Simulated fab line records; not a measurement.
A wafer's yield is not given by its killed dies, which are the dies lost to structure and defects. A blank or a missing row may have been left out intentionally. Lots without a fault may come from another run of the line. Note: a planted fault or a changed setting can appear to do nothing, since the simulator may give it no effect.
fab line records    flow n5-finfet
record lots=10  wafers=29  last-day=17
route steps=1938 shown BEOL_M4@1111 BEOL_M7@1319 BEOL_M8@1336 PASSIVATION@1936
lots untouched by any fault: they come from a run of this same line in which no faults occurred
start-h: hours from the record's first day to the start of the lot's first wafer shown    wait-h: hours since the lot's step before    " identical to the entry in the row above    L1.1+2: a single row standing in for several wafers    - either no value or no given start    * or withheld: withheld    < > ~ a bound
route shown NAME@n: a module of which the file shows steps, and the number in the route of the first    usual: mean/standard deviation of fault-free wafers    same: alike in all rows    chamber/n: place in a boat    sites: per-site readings    _std_site: their standard deviation    _edge_site: inner sites' mean taken away from outer sites' mean    radius-mm: for every site, how far away it sits from the centre of the wafer    mask NAME#n: copy n    behind: the most recent tool/chamber to have shaped the wafer    hold: cause of the lot's hold/its duration in hours/its outcome    device: the transistor (n, p or np) that didn't switch    end of line: tests of these same wafers at the route's end    step lacking rows: just its recipe    killed: dies lost to structure and defects at the first sort, not the wafer's yield    map: the dies of a wafer, with x for killed, . for not killed, _ for no die there
set.NAME: the setting the step ran with; set.NAME@STEP: the setting that earlier step ran with    model.NAME: the simulator's own value behind a step, which no gauge read
route steps across a sampled set of lots; one table per step, one row per wafer
services: from which hour (start-h, from the record's first day; less than 0 if before it) a tool's chamber was out of use, for how many hours, and why
## steps
# step N5_BEOL_M4_RC_MEAS_101
# usual DIBL_N=35.9/1.6  DIBL_P=35.6/2.1  IOFF_N=0.149/0.029  IOFF_P=0.20/0.033  ION_N=671/11  ION_P=460/7.3  SS_N=71.4/0.62  SS_P=73.2/0.65  VT_N=251/3.1  VT_P=-251/3.4
lot.wafer  tool       chamber  start-h  wait-h  DIBL_N[mV/V]  DIBL_P[mV/V]  IOFF_N[nA/um]  IOFF_P[nA/um]  ION_N[uA/um]  ION_P[uA/um]  SS_N[mV/dec]  SS_P[mV/dec]  VT_N[mV]  VT_P[mV]
L669.2     prober-02  0        205.42   0.2     38.3          37.6          0.182          0.26           680           468           72.3          73.0          247       -248
L669.5     "          0        "        "       35.9          34.8          0.149          0.22           675           471           71.2          72.7          250       -245
L669.6     "          0        "        "       35.0          33.7          0.126          0.19           663           461           70.9          72.9          252       -251
L670.1     prober-01  0        209.04   0.0     36.0          38.9          0.162          0.24           676           477           70.3          73.6          250       -247
L670.2     "          0        "        "       36.4          37.9          0.158          0.22           681           468           71.3          73.6          248       -248
L670.3     "          0        "        "       36.3          38.7          0.175          0.24           704           480           71.8          73.8          248       -245
L671.3     prober-01  0        222.92   0.3     32.7          32.2          0.106          0.16           651           456           70.9          72.7          256       -254
L671.4     "          0        "        "       35.6          35.6          0.159          0.21           677           472           70.7          73.2          247       -247
L671.5     "          0        "        "       34.3          34.7          0.128          0.19           666           459           70.7          73.2          254       -249
L674.2     prober-02  0        233.70   0.2     37.6          37.5          0.173          0.20           676           456           71.4          73.9          248       -255
L674.3     "          0        "        "       37.4          37.5          0.169          0.19           675           458           71.1          73.7          248       -254
L674.5     "          0        "        "       33.8          32.5          0.115          0.14           655           450           70.4          72.9          251       -256
L675.4     prober-01  0        247.06   0.5     35.1          33.3          0.135          0.19           662           461           71.3          73.0          253       -251
L675.5     "          0        "        "       34.1          32.3          0.118          0.18           664           455           70.7          72.6          254       -251
L677.1     prober-01  0        257.33   0.0     37.1          35.7          0.152          0.18           673           462           71.7          73.0          252       -253
L677.5     "          0        "        "       37.1          36.3          0.158          0.19           670           464           72.0          73.3          250       -253
L677.6     "          0        "        "       37.4          37.6          0.155          0.20           677           460           72.0          73.9          251       -250
L680.1     prober-02  0        277.04   0.0     35.2          34.7          0.118          0.16           661           454           71.2          73.4          254       -257
L680.3     "          0        "        "       36.1          35.8          0.131          0.18           667           457           71.2          73.6          255       -252
L680.4     "          0        "        "       35.1          34.6          0.127          0.16           680           464           70.7          73.3          251       -255
L682.1     prober-01  0        283.36   0.0     35.7          34.9          0.132          0.20           672           465           72.0          73.4          254       -250
L682.2     "          0        "        "       33.7          32.6          0.110          0.17           651           454           70.9          72.2          254       -249
L682.3     "          0        "        "       36.3          35.9          0.150          0.21           664           453           71.7          73.2          252       -248
L684.2     prober-02  0        300.61   0.2     36.8          35.2          0.157          0.21           681           468           70.7          73.0          253       -250
L684.4     "          0        "        "       38.7          38.1          0.199          0.26           683           467           71.9          73.8          245       -244
L684.5     "          0        "        "       39.1          38.4          0.213          0.27           697           475           72.5          74.2          244       -248
L685.1     prober-02  0        303.75   0.0     34.6          34.7          0.133          0.19           665           458           71.8          72.8          251       -251
L685.3     "          0        "        "       34.9          33.6          0.135          0.16           679           461           71.3          72.4          252       -253
L685.5     "          0        "        "       35.7          34.8          0.154          0.19           681           459           71.5          73.6          250       -249
# step N5_BEOL_M7_PRE_CLEAN_45
# recipe gas=H2/He  time-s=30  temp-c=250
# usual heater-power-w=320/19
# same time-s=30
lot.wafer  tool            chamber  start-h  wait-h  heater-power-w
L669.2     pvd-sputter-02  -        229.78   0.0     311
L669.5     "               -        "        "       284
L669.6     "               -        "        "       324
L670.1     pvd-sputter-02  -        232.76   0.0     324
L670.2     "               -        "        "       316
L670.3     "               -        "        "       286
L671.3     pvd-sputter-01  -        250.42   0.0     325
L671.4     "               -        "        "       331
L671.5     "               -        "        "       324
L674.2     pvd-sputter-03  -        257.23   0.0     293
L674.3     "               -        "        "       367
L674.5     "               -        "        "       346
L675.4     pvd-sputter-02  -        272.67   0.0     299
L675.5     "               -        "        "       292
L677.1     pvd-sputter-01  -        288.07   0.0     299
L677.5     "               -        "        "       340
L677.6     "               -        "        "       316
L680.1     pvd-sputter-01  -        304.69   0.0     323
L680.3     "               -        "        "       326
L680.4     "               -        "        "       294
L682.1     pvd-sputter-02  -        311.87   0.0     314
L682.2     "               -        "        "       286
L682.3     "               -        "        "       326
L684.2     pvd-sputter-01  -        325.94   0.0     327
L684.4     "               -        "        "       338
L684.5     "               -        "        "       327
L685.1     pvd-sputter-01  -        329.66   0.0     326
L685.3     "               -        "        "       321
L685.5     "               -        "        "       332
# step N5_BEOL_M7_DEP_56
# recipe material=SiCN  target-thk-a=100  temp-c=withheld  precursor=3MS/NH3  pressure-torr=3  rf-w=202  time-s=17.5
# usual chamber-pressure-Torr=3.000/0.0073  rf-fwd-power-W=199.4/0.92  showerhead-plenum-p-Torr=3.659/0.009  throttle-valve-pct=9.1/0.75  time-s=17.5/0
lot.wafer  tool      chamber  start-h  wait-h  chamber-pressure-Torr  rf-fwd-power-W  showerhead-plenum-p-Torr  throttle-valve-pct  time-s
L669.2     pecvd-04  2        233.18   0.0     -                      -               -                         -                   -
L669.5     "         1        "        "       -                      -               -                         -                   -
L669.6     "         2        "        "       -                      -               -                         -                   -
L670.1     pecvd-02  2        234.46   0.0     -                      -               -                         -                   -
L670.2     "         0        "        "       -                      -               -                         -                   -
L670.3     "         1        "        "       -                      -               -                         -                   -
L671.3     pecvd-01  0        252.04   0.0     -                      -               -                         -                   -
L671.4     "         0        "        "       -                      -               -                         -                   -
L671.5     "         1        "        "       -                      -               -                         -                   -
L674.2     pecvd-04  2        259.01   0.0     3.008                  199.1           3.666                     8.8                 17.5
L674.3     "         1        "        "       3.003                  199.0           3.663                     9.5                 17.5
L674.5     "         0        "        "       2.998                  200.0           3.658                     9.4                 17.5
L675.4     pecvd-01  0        274.64   0.0     2.994                  198.8           3.647                     8.4                 17.5
L675.5     "         1        "        "       3.001                  201.2           3.656                     10.5                17.5
L677.1     pecvd-02  0        289.59   0.0     3.011                  199.9           3.659                     9.0                 17.5
L677.5     "         0        "        "       3.014                  200.1           3.662                     9.1                 17.5
L677.6     "         1        "        "       3.002                  200.5           3.667                     9.5                 17.5
L680.1     pecvd-04  0        306.24   0.0     2.997                  200.2           3.652                     9.8                 17.5
L680.3     "         1        "        "       2.995                  199.5           3.658                     9.5                 17.5
L680.4     "         0        "        "       3.004                  200.0           3.649                     9.6                 17.5
L682.1     pecvd-04  1        313.59   0.0     2.999                  198.7           3.659                     9.6                 17.5
L682.2     "         2        "        "       3.005                  198.2           3.659                     8.8                 17.5
L682.3     "         0        "        "       2.995                  199.7           3.642                     9.6                 17.5
L684.2     pecvd-04  2        327.55   0.0     3.001                  198.8           3.667                     8.9                 17.5
L684.4     "         2        "        "       2.990                  197.5           3.664                     8.7                 17.5
L684.5     "         0        "        "       2.997                  200.7           3.652                     9.8                 17.5
L685.1     pecvd-01  0        331.17   0.0     2.998                  199.1           3.655                     8.4                 17.5
L685.3     "         1        "        "       2.998                  200.4           3.647                     10.3                17.5
L685.5     "         1        "        "       2.996                  200.7           3.666                     10.5                17.5
# step N5_BEOL_M7_INSPECT_58
# recipe inspect-instrument=darkfield  mode=post-dep
# usual raw-defect-count=74/25
lot.wafer  tool               chamber  start-h  wait-h  raw-defect-count
L669.2     defect-inspect-02  -        233.27   0.0     36
L669.5     "                  -        "        "       88
L669.6     "                  -        "        "       52
L670.1     defect-inspect-01  -        234.56   0.0     51
L670.2     "                  -        "        "       99
L670.3     "                  -        "        "       38
L671.3     defect-inspect-02  -        252.14   0.0     50
L671.4     "                  -        "        "       38
L671.5     "                  -        "        "       32
L674.2     defect-inspect-01  -        259.10   0.0     85
L674.3     "                  -        "        "       75
L674.5     "                  -        "        "       91
L675.4     defect-inspect-02  -        274.72   0.0     61
L675.5     "                  -        "        "       76
L677.1     defect-inspect-02  -        289.69   0.0     67
L677.5     "                  -        "        "       120
L677.6     "                  -        "        "       76
L680.1     defect-inspect-01  -        306.36   0.0     57
L680.3     "                  -        "        "       101
L680.4     "                  -        "        "       110
L682.1     defect-inspect-01  -        313.69   0.0     69
L682.2     "                  -        "        "       47
L682.3     "                  -        "        "       60
L684.2     defect-inspect-02  -        327.64   0.0     56
L684.4     "                  -        "        "       57
L684.5     "                  -        "        "       54
L685.1     defect-inspect-01  -        331.26   0.0     69
L685.3     "                  -        "        "       66
L685.5     "                  -        "        "       66
# step N5_BEOL_M8_HM_DEP_02
# recipe material=TiN  target-thk-a=200  temp-c=25  chamber-pressure-pa=0.49996
# usual chamber-pressure-pa=0.5000/0.001  substrate-temp-c=24.97/0.11  throttle-valve-pct=29.8/1.3
lot.wafer  tool            chamber  start-h  wait-h  chamber-pressure-pa  substrate-temp-c  throttle-valve-pct
L674.2     pvd-sputter-01  -        260.55   0.7     0.5000               24.95             30.8
L674.3     "               -        "        "       0.4983               24.70             29.0
L674.5     "               -        "        "       0.4996               24.92             29.5
L675.4     pvd-sputter-03  -        276.10   0.6     0.4993               24.96             31.8
L675.5     "               -        "        "       0.4998               25.00             30.1
L677.1     pvd-sputter-01  -        291.93   1.6     0.5005               24.96             29.3
L677.5     "               -        "        "       0.5005               24.99             29.3
L677.6     "               -        "        "       0.5000               24.91             29.1
L680.1     pvd-sputter-01  -        307.60   0.5     0.5006               24.91             31.0
L680.3     "               -        "        "       0.4998               24.84             28.8
L680.4     "               -        "        "       0.4999               24.97             29.5
L682.1     pvd-sputter-01  -        315.89   1.5     0.5017               24.95             30.9
L682.2     "               -        "        "       0.4995               25.02             29.2
L682.3     "               -        "        "       0.5007               24.94             29.4
L684.2     pvd-sputter-01  -        329.70   1.4     0.5009               24.97             30.7
L684.4     "               -        "        "       0.4981               25.06             29.4
L684.5     "               -        "        "       0.5005               25.06             31.2
L685.1     pvd-sputter-01  -        333.22   1.3     0.4989               24.88             29.5
L685.3     "               -        "        "       0.5001               24.76             28.9
L685.5     "               -        "        "       0.4988               24.82             31.5
# step N5_PASSIVATION_PROBE_49
# usual defect-limited-yield=90.9/1.5  killed_at_M0_to_M3=36/9.9  killed_at_M4_up=13/4.5  killed-at-contacts=13/6.4  killed-at-front-end=42/12  killed-at-other=3.4/3  killed-dies=107/18  killed-on-rim=14/4.3  killed-open=69/13  killed-short=35/8.2  sort_bin_5_function=5.3/1.1  sort_bin_6_memory=3.4/0.69  sort-n-pass=1073/18  sort-yield-pct=90.9/1.5
# same gross-dies=1180  killed-at-back-side=0  sort_bin_4_leakage[%]=0  sort_bin_8_speed[%]=0
lot.wafer  tool       chamber  start-h  wait-h  defect-limited-yield[%]  killed_at_M0_to_M3  killed_at_M4_up  killed-at-contacts  killed-at-front-end  killed-at-other  killed-dies  killed-on-rim  killed-open  killed-short  sort_bin_5_function[%]  sort_bin_6_memory[%]  sort-n-pass  sort-yield-pct[%]
L670.1     prober-01  -        306.36   0.0     0                        41                  1099             7                   25                   8                1180         152            51           37            97.7                    1.7                   0            0
L670.2     prober-01  -        306.41   0.1     0                        40                  1108             6                   19                   7                1180         152            51           32            97.5                    2.2                   0            0
L670.3     prober-01  -        306.46   0.1     0                        51                  1061             15                  51                   2                1180         152            82           50            95.8                    3.6                   0            0
L669.2     prober-02  -        308.03   0.1     0                        43                  1052             19                  63                   3                1180         152            91           47            95.8                    3.6                   0            0
L669.5     prober-02  -        308.18   0.2     0                        60                  1035             17                  65                   3                1180         152            99           57            94.8                    4.8                   0            0
L669.6     prober-02  -        308.23   0.3     0                        43                  1055             12                  65                   5                1180         152            77           53            95.7                    4.2                   0            0
L671.3     prober-01  -        317.85   0.1     0                        30                  1094             9                   40                   7                1180         152            69           25            96.8                    3.0                   0            0
L671.4     prober-01  -        317.90   0.2     0                        28                  1069             7                   69                   7                1180         152            74           48            95.5                    4.2                   0            0
L671.5     prober-01  -        317.95   0.2     0                        31                  1082             8                   56                   3                1180         152            64           45            96.4                    3.1                   0            0
# killed by level:class
L670.1 BEOL_M7:area-dep=1092 BEOL_M0_SAQP:geometric-particle:open=19 BEOL_M0_SAQP:geometric-particle:short=9 MOL_CONTACT_COAG:geometric-particle:open=6 FIN_SAQP:geometric-particle:open=4 FIN_SAQP:geometric-particle:short=4 BEOL_M0:geometric-particle:short=4 ILD0:geometric-particle:short=4
L670.2 BEOL_M7:area-dep=1097 BEOL_M0_SAQP:geometric-particle:open=11 BEOL_M2:geometric-particle:open=11 BEOL_M0_SAQP:geometric-particle:short=9 BEOL_M4:geometric-particle:open=6 GATE_CUT:geometric-particle:short=5 BEOL_M0:geometric-particle:short=5 DUMMY_GATE:geometric-particle:open=4
L670.3 BEOL_M7:area-dep=1048 STI_FIN_REVEAL:geometric-particle:open=16 BEOL_M0_SAQP:geometric-particle:open=16 BEOL_M0_SAQP:geometric-particle:short=14 MOL_CONTACT_COAG:geometric-particle:open=11 STI_FIN_REVEAL:geometric-particle:short=9 BEOL_M2:geometric-particle:open=7 BEOL_M2:geometric-particle:short=5
L669.2 BEOL_M7:area-dep=1042 STI_FIN_REVEAL:geometric-particle:open=18 DUMMY_GATE:geometric-particle:open=13 MOL_CONTACT_COAG:geometric-particle:open=12 FIN_SAQP:geometric-particle:open=11 BEOL_M3:geometric-particle:open=9 MOL_CONTACT_COAG:geometric-particle:short=7 BEOL_M1:geometric-particle:open=7
L669.5 BEOL_M7:area-dep=1023 STI_FIN_REVEAL:geometric-particle:open=18 MOL_CONTACT_COAG:geometric-particle:open=13 BEOL_M2:geometric-particle:open=11 BEOL_M3:geometric-particle:open=11 BEOL_M0_SAQP:geometric-particle:short=11 FIN_SAQP:geometric-particle:open=10 BEOL_M2:geometric-particle:short=9
L669.6 BEOL_M7:area-dep=1050 FIN_SAQP:geometric-particle:open=16 BEOL_M0_SAQP:geometric-particle:short=15 BEOL_M0_SAQP:geometric-particle:open=13 FIN_SAQP:geometric-particle:short=11 STI_FIN_REVEAL:geometric-particle:open=11 MOL_CONTACT_COAG:geometric-particle:open=9 BEOL_M2:geometric-particle:open=6
L671.3 BEOL_M7:area-dep=1086 FIN_SAQP:geometric-particle:short=12 BEOL_M2:geometric-particle:open=11 BEOL_M3:geometric-particle:open=10 MOL_CONTACT_COAG:geometric-particle:open=7 FIN_SAQP:geometric-particle:open=6 STI_FIN_REVEAL:geometric-particle:open=6 ILD0:geometric-particle:open=5
L671.4 BEOL_M7:area-dep=1058 FIN_SAQP:geometric-particle:short=20 FIN_SAQP:geometric-particle:open=13 STI_FIN_REVEAL:geometric-particle:open=11 BEOL_M1:geometric-particle:open=7 GATE_CUT:geometric-particle:short=6 STARTING-WAFER:geometric-particle:short=5 BEOL_M0_SAQP:geometric-particle:open=5
L671.5 BEOL_M7:area-dep=1068 FIN_SAQP:geometric-particle:short=10 FIN_SAQP:geometric-particle:open=9 BEOL_M0_SAQP:geometric-particle:short=7 STI_FIN_REVEAL:geometric-particle:open=5 GATE_CUT:geometric-particle:short=5 MOL_CONTACT_COAG:geometric-particle:open=5 BEOL_M1:geometric-particle:open=5
## services
tool      chamber  start-h  hours  kind
pecvd-04  -        218.53   6.0    pm
pecvd-02  0        238.79   12.3   repair
pecvd-04  0        259.29   2.1    scheduled-down
pecvd-04  0        272.73   8.0    repair
pecvd-01  0        276.77   4.4    repair
pecvd-04  -        286.91   2.5    repair
pecvd-01  0        289.85   5.5    scheduled-down
pecvd-04  2        305.03   5.5    scheduled-down
## key
first-sign step=N5_BEOL_M7_DEP_56  reading=tool-record  direction=missing
effect step=N5_PASSIVATION_PROBE_49  reading=killed_at_M4_up  direction=up  sigmas=99+  usual=13  struck=1073
more-kills-born-at N5_BEOL_M7_DEP_56@pecvd-02=3237  N5_BEOL_M7_DEP_56@pecvd-01=3212  N5_BEOL_M7_DEP_56@pecvd-04=3115
met-at N5_BEOL_M7_DEP_56
struck-lots L669,L670,L671
later-rows-left-out L669.2,L669.5,L669.6,L670.1,L670.2,L670.3,L671.3,L671.4,L671.5
not-acting-at N5_BEOL_M7_PRE_CLEAN_45,N5_BEOL_M7_INSPECT_58,N5_BEOL_M8_HM_DEP_02
fault kind=skipped-step-whole  tool=pecvd-01,pecvd-02,pecvd-04  chamber=-  onset-h=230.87  steps=N5_BEOL_M7_DEP_56  scope=struck-lots-only
# later-rows-left-out: the simulator's readings of these wafers behind a module that went badly wrong aren't trusted and aren't shown, but for the sort
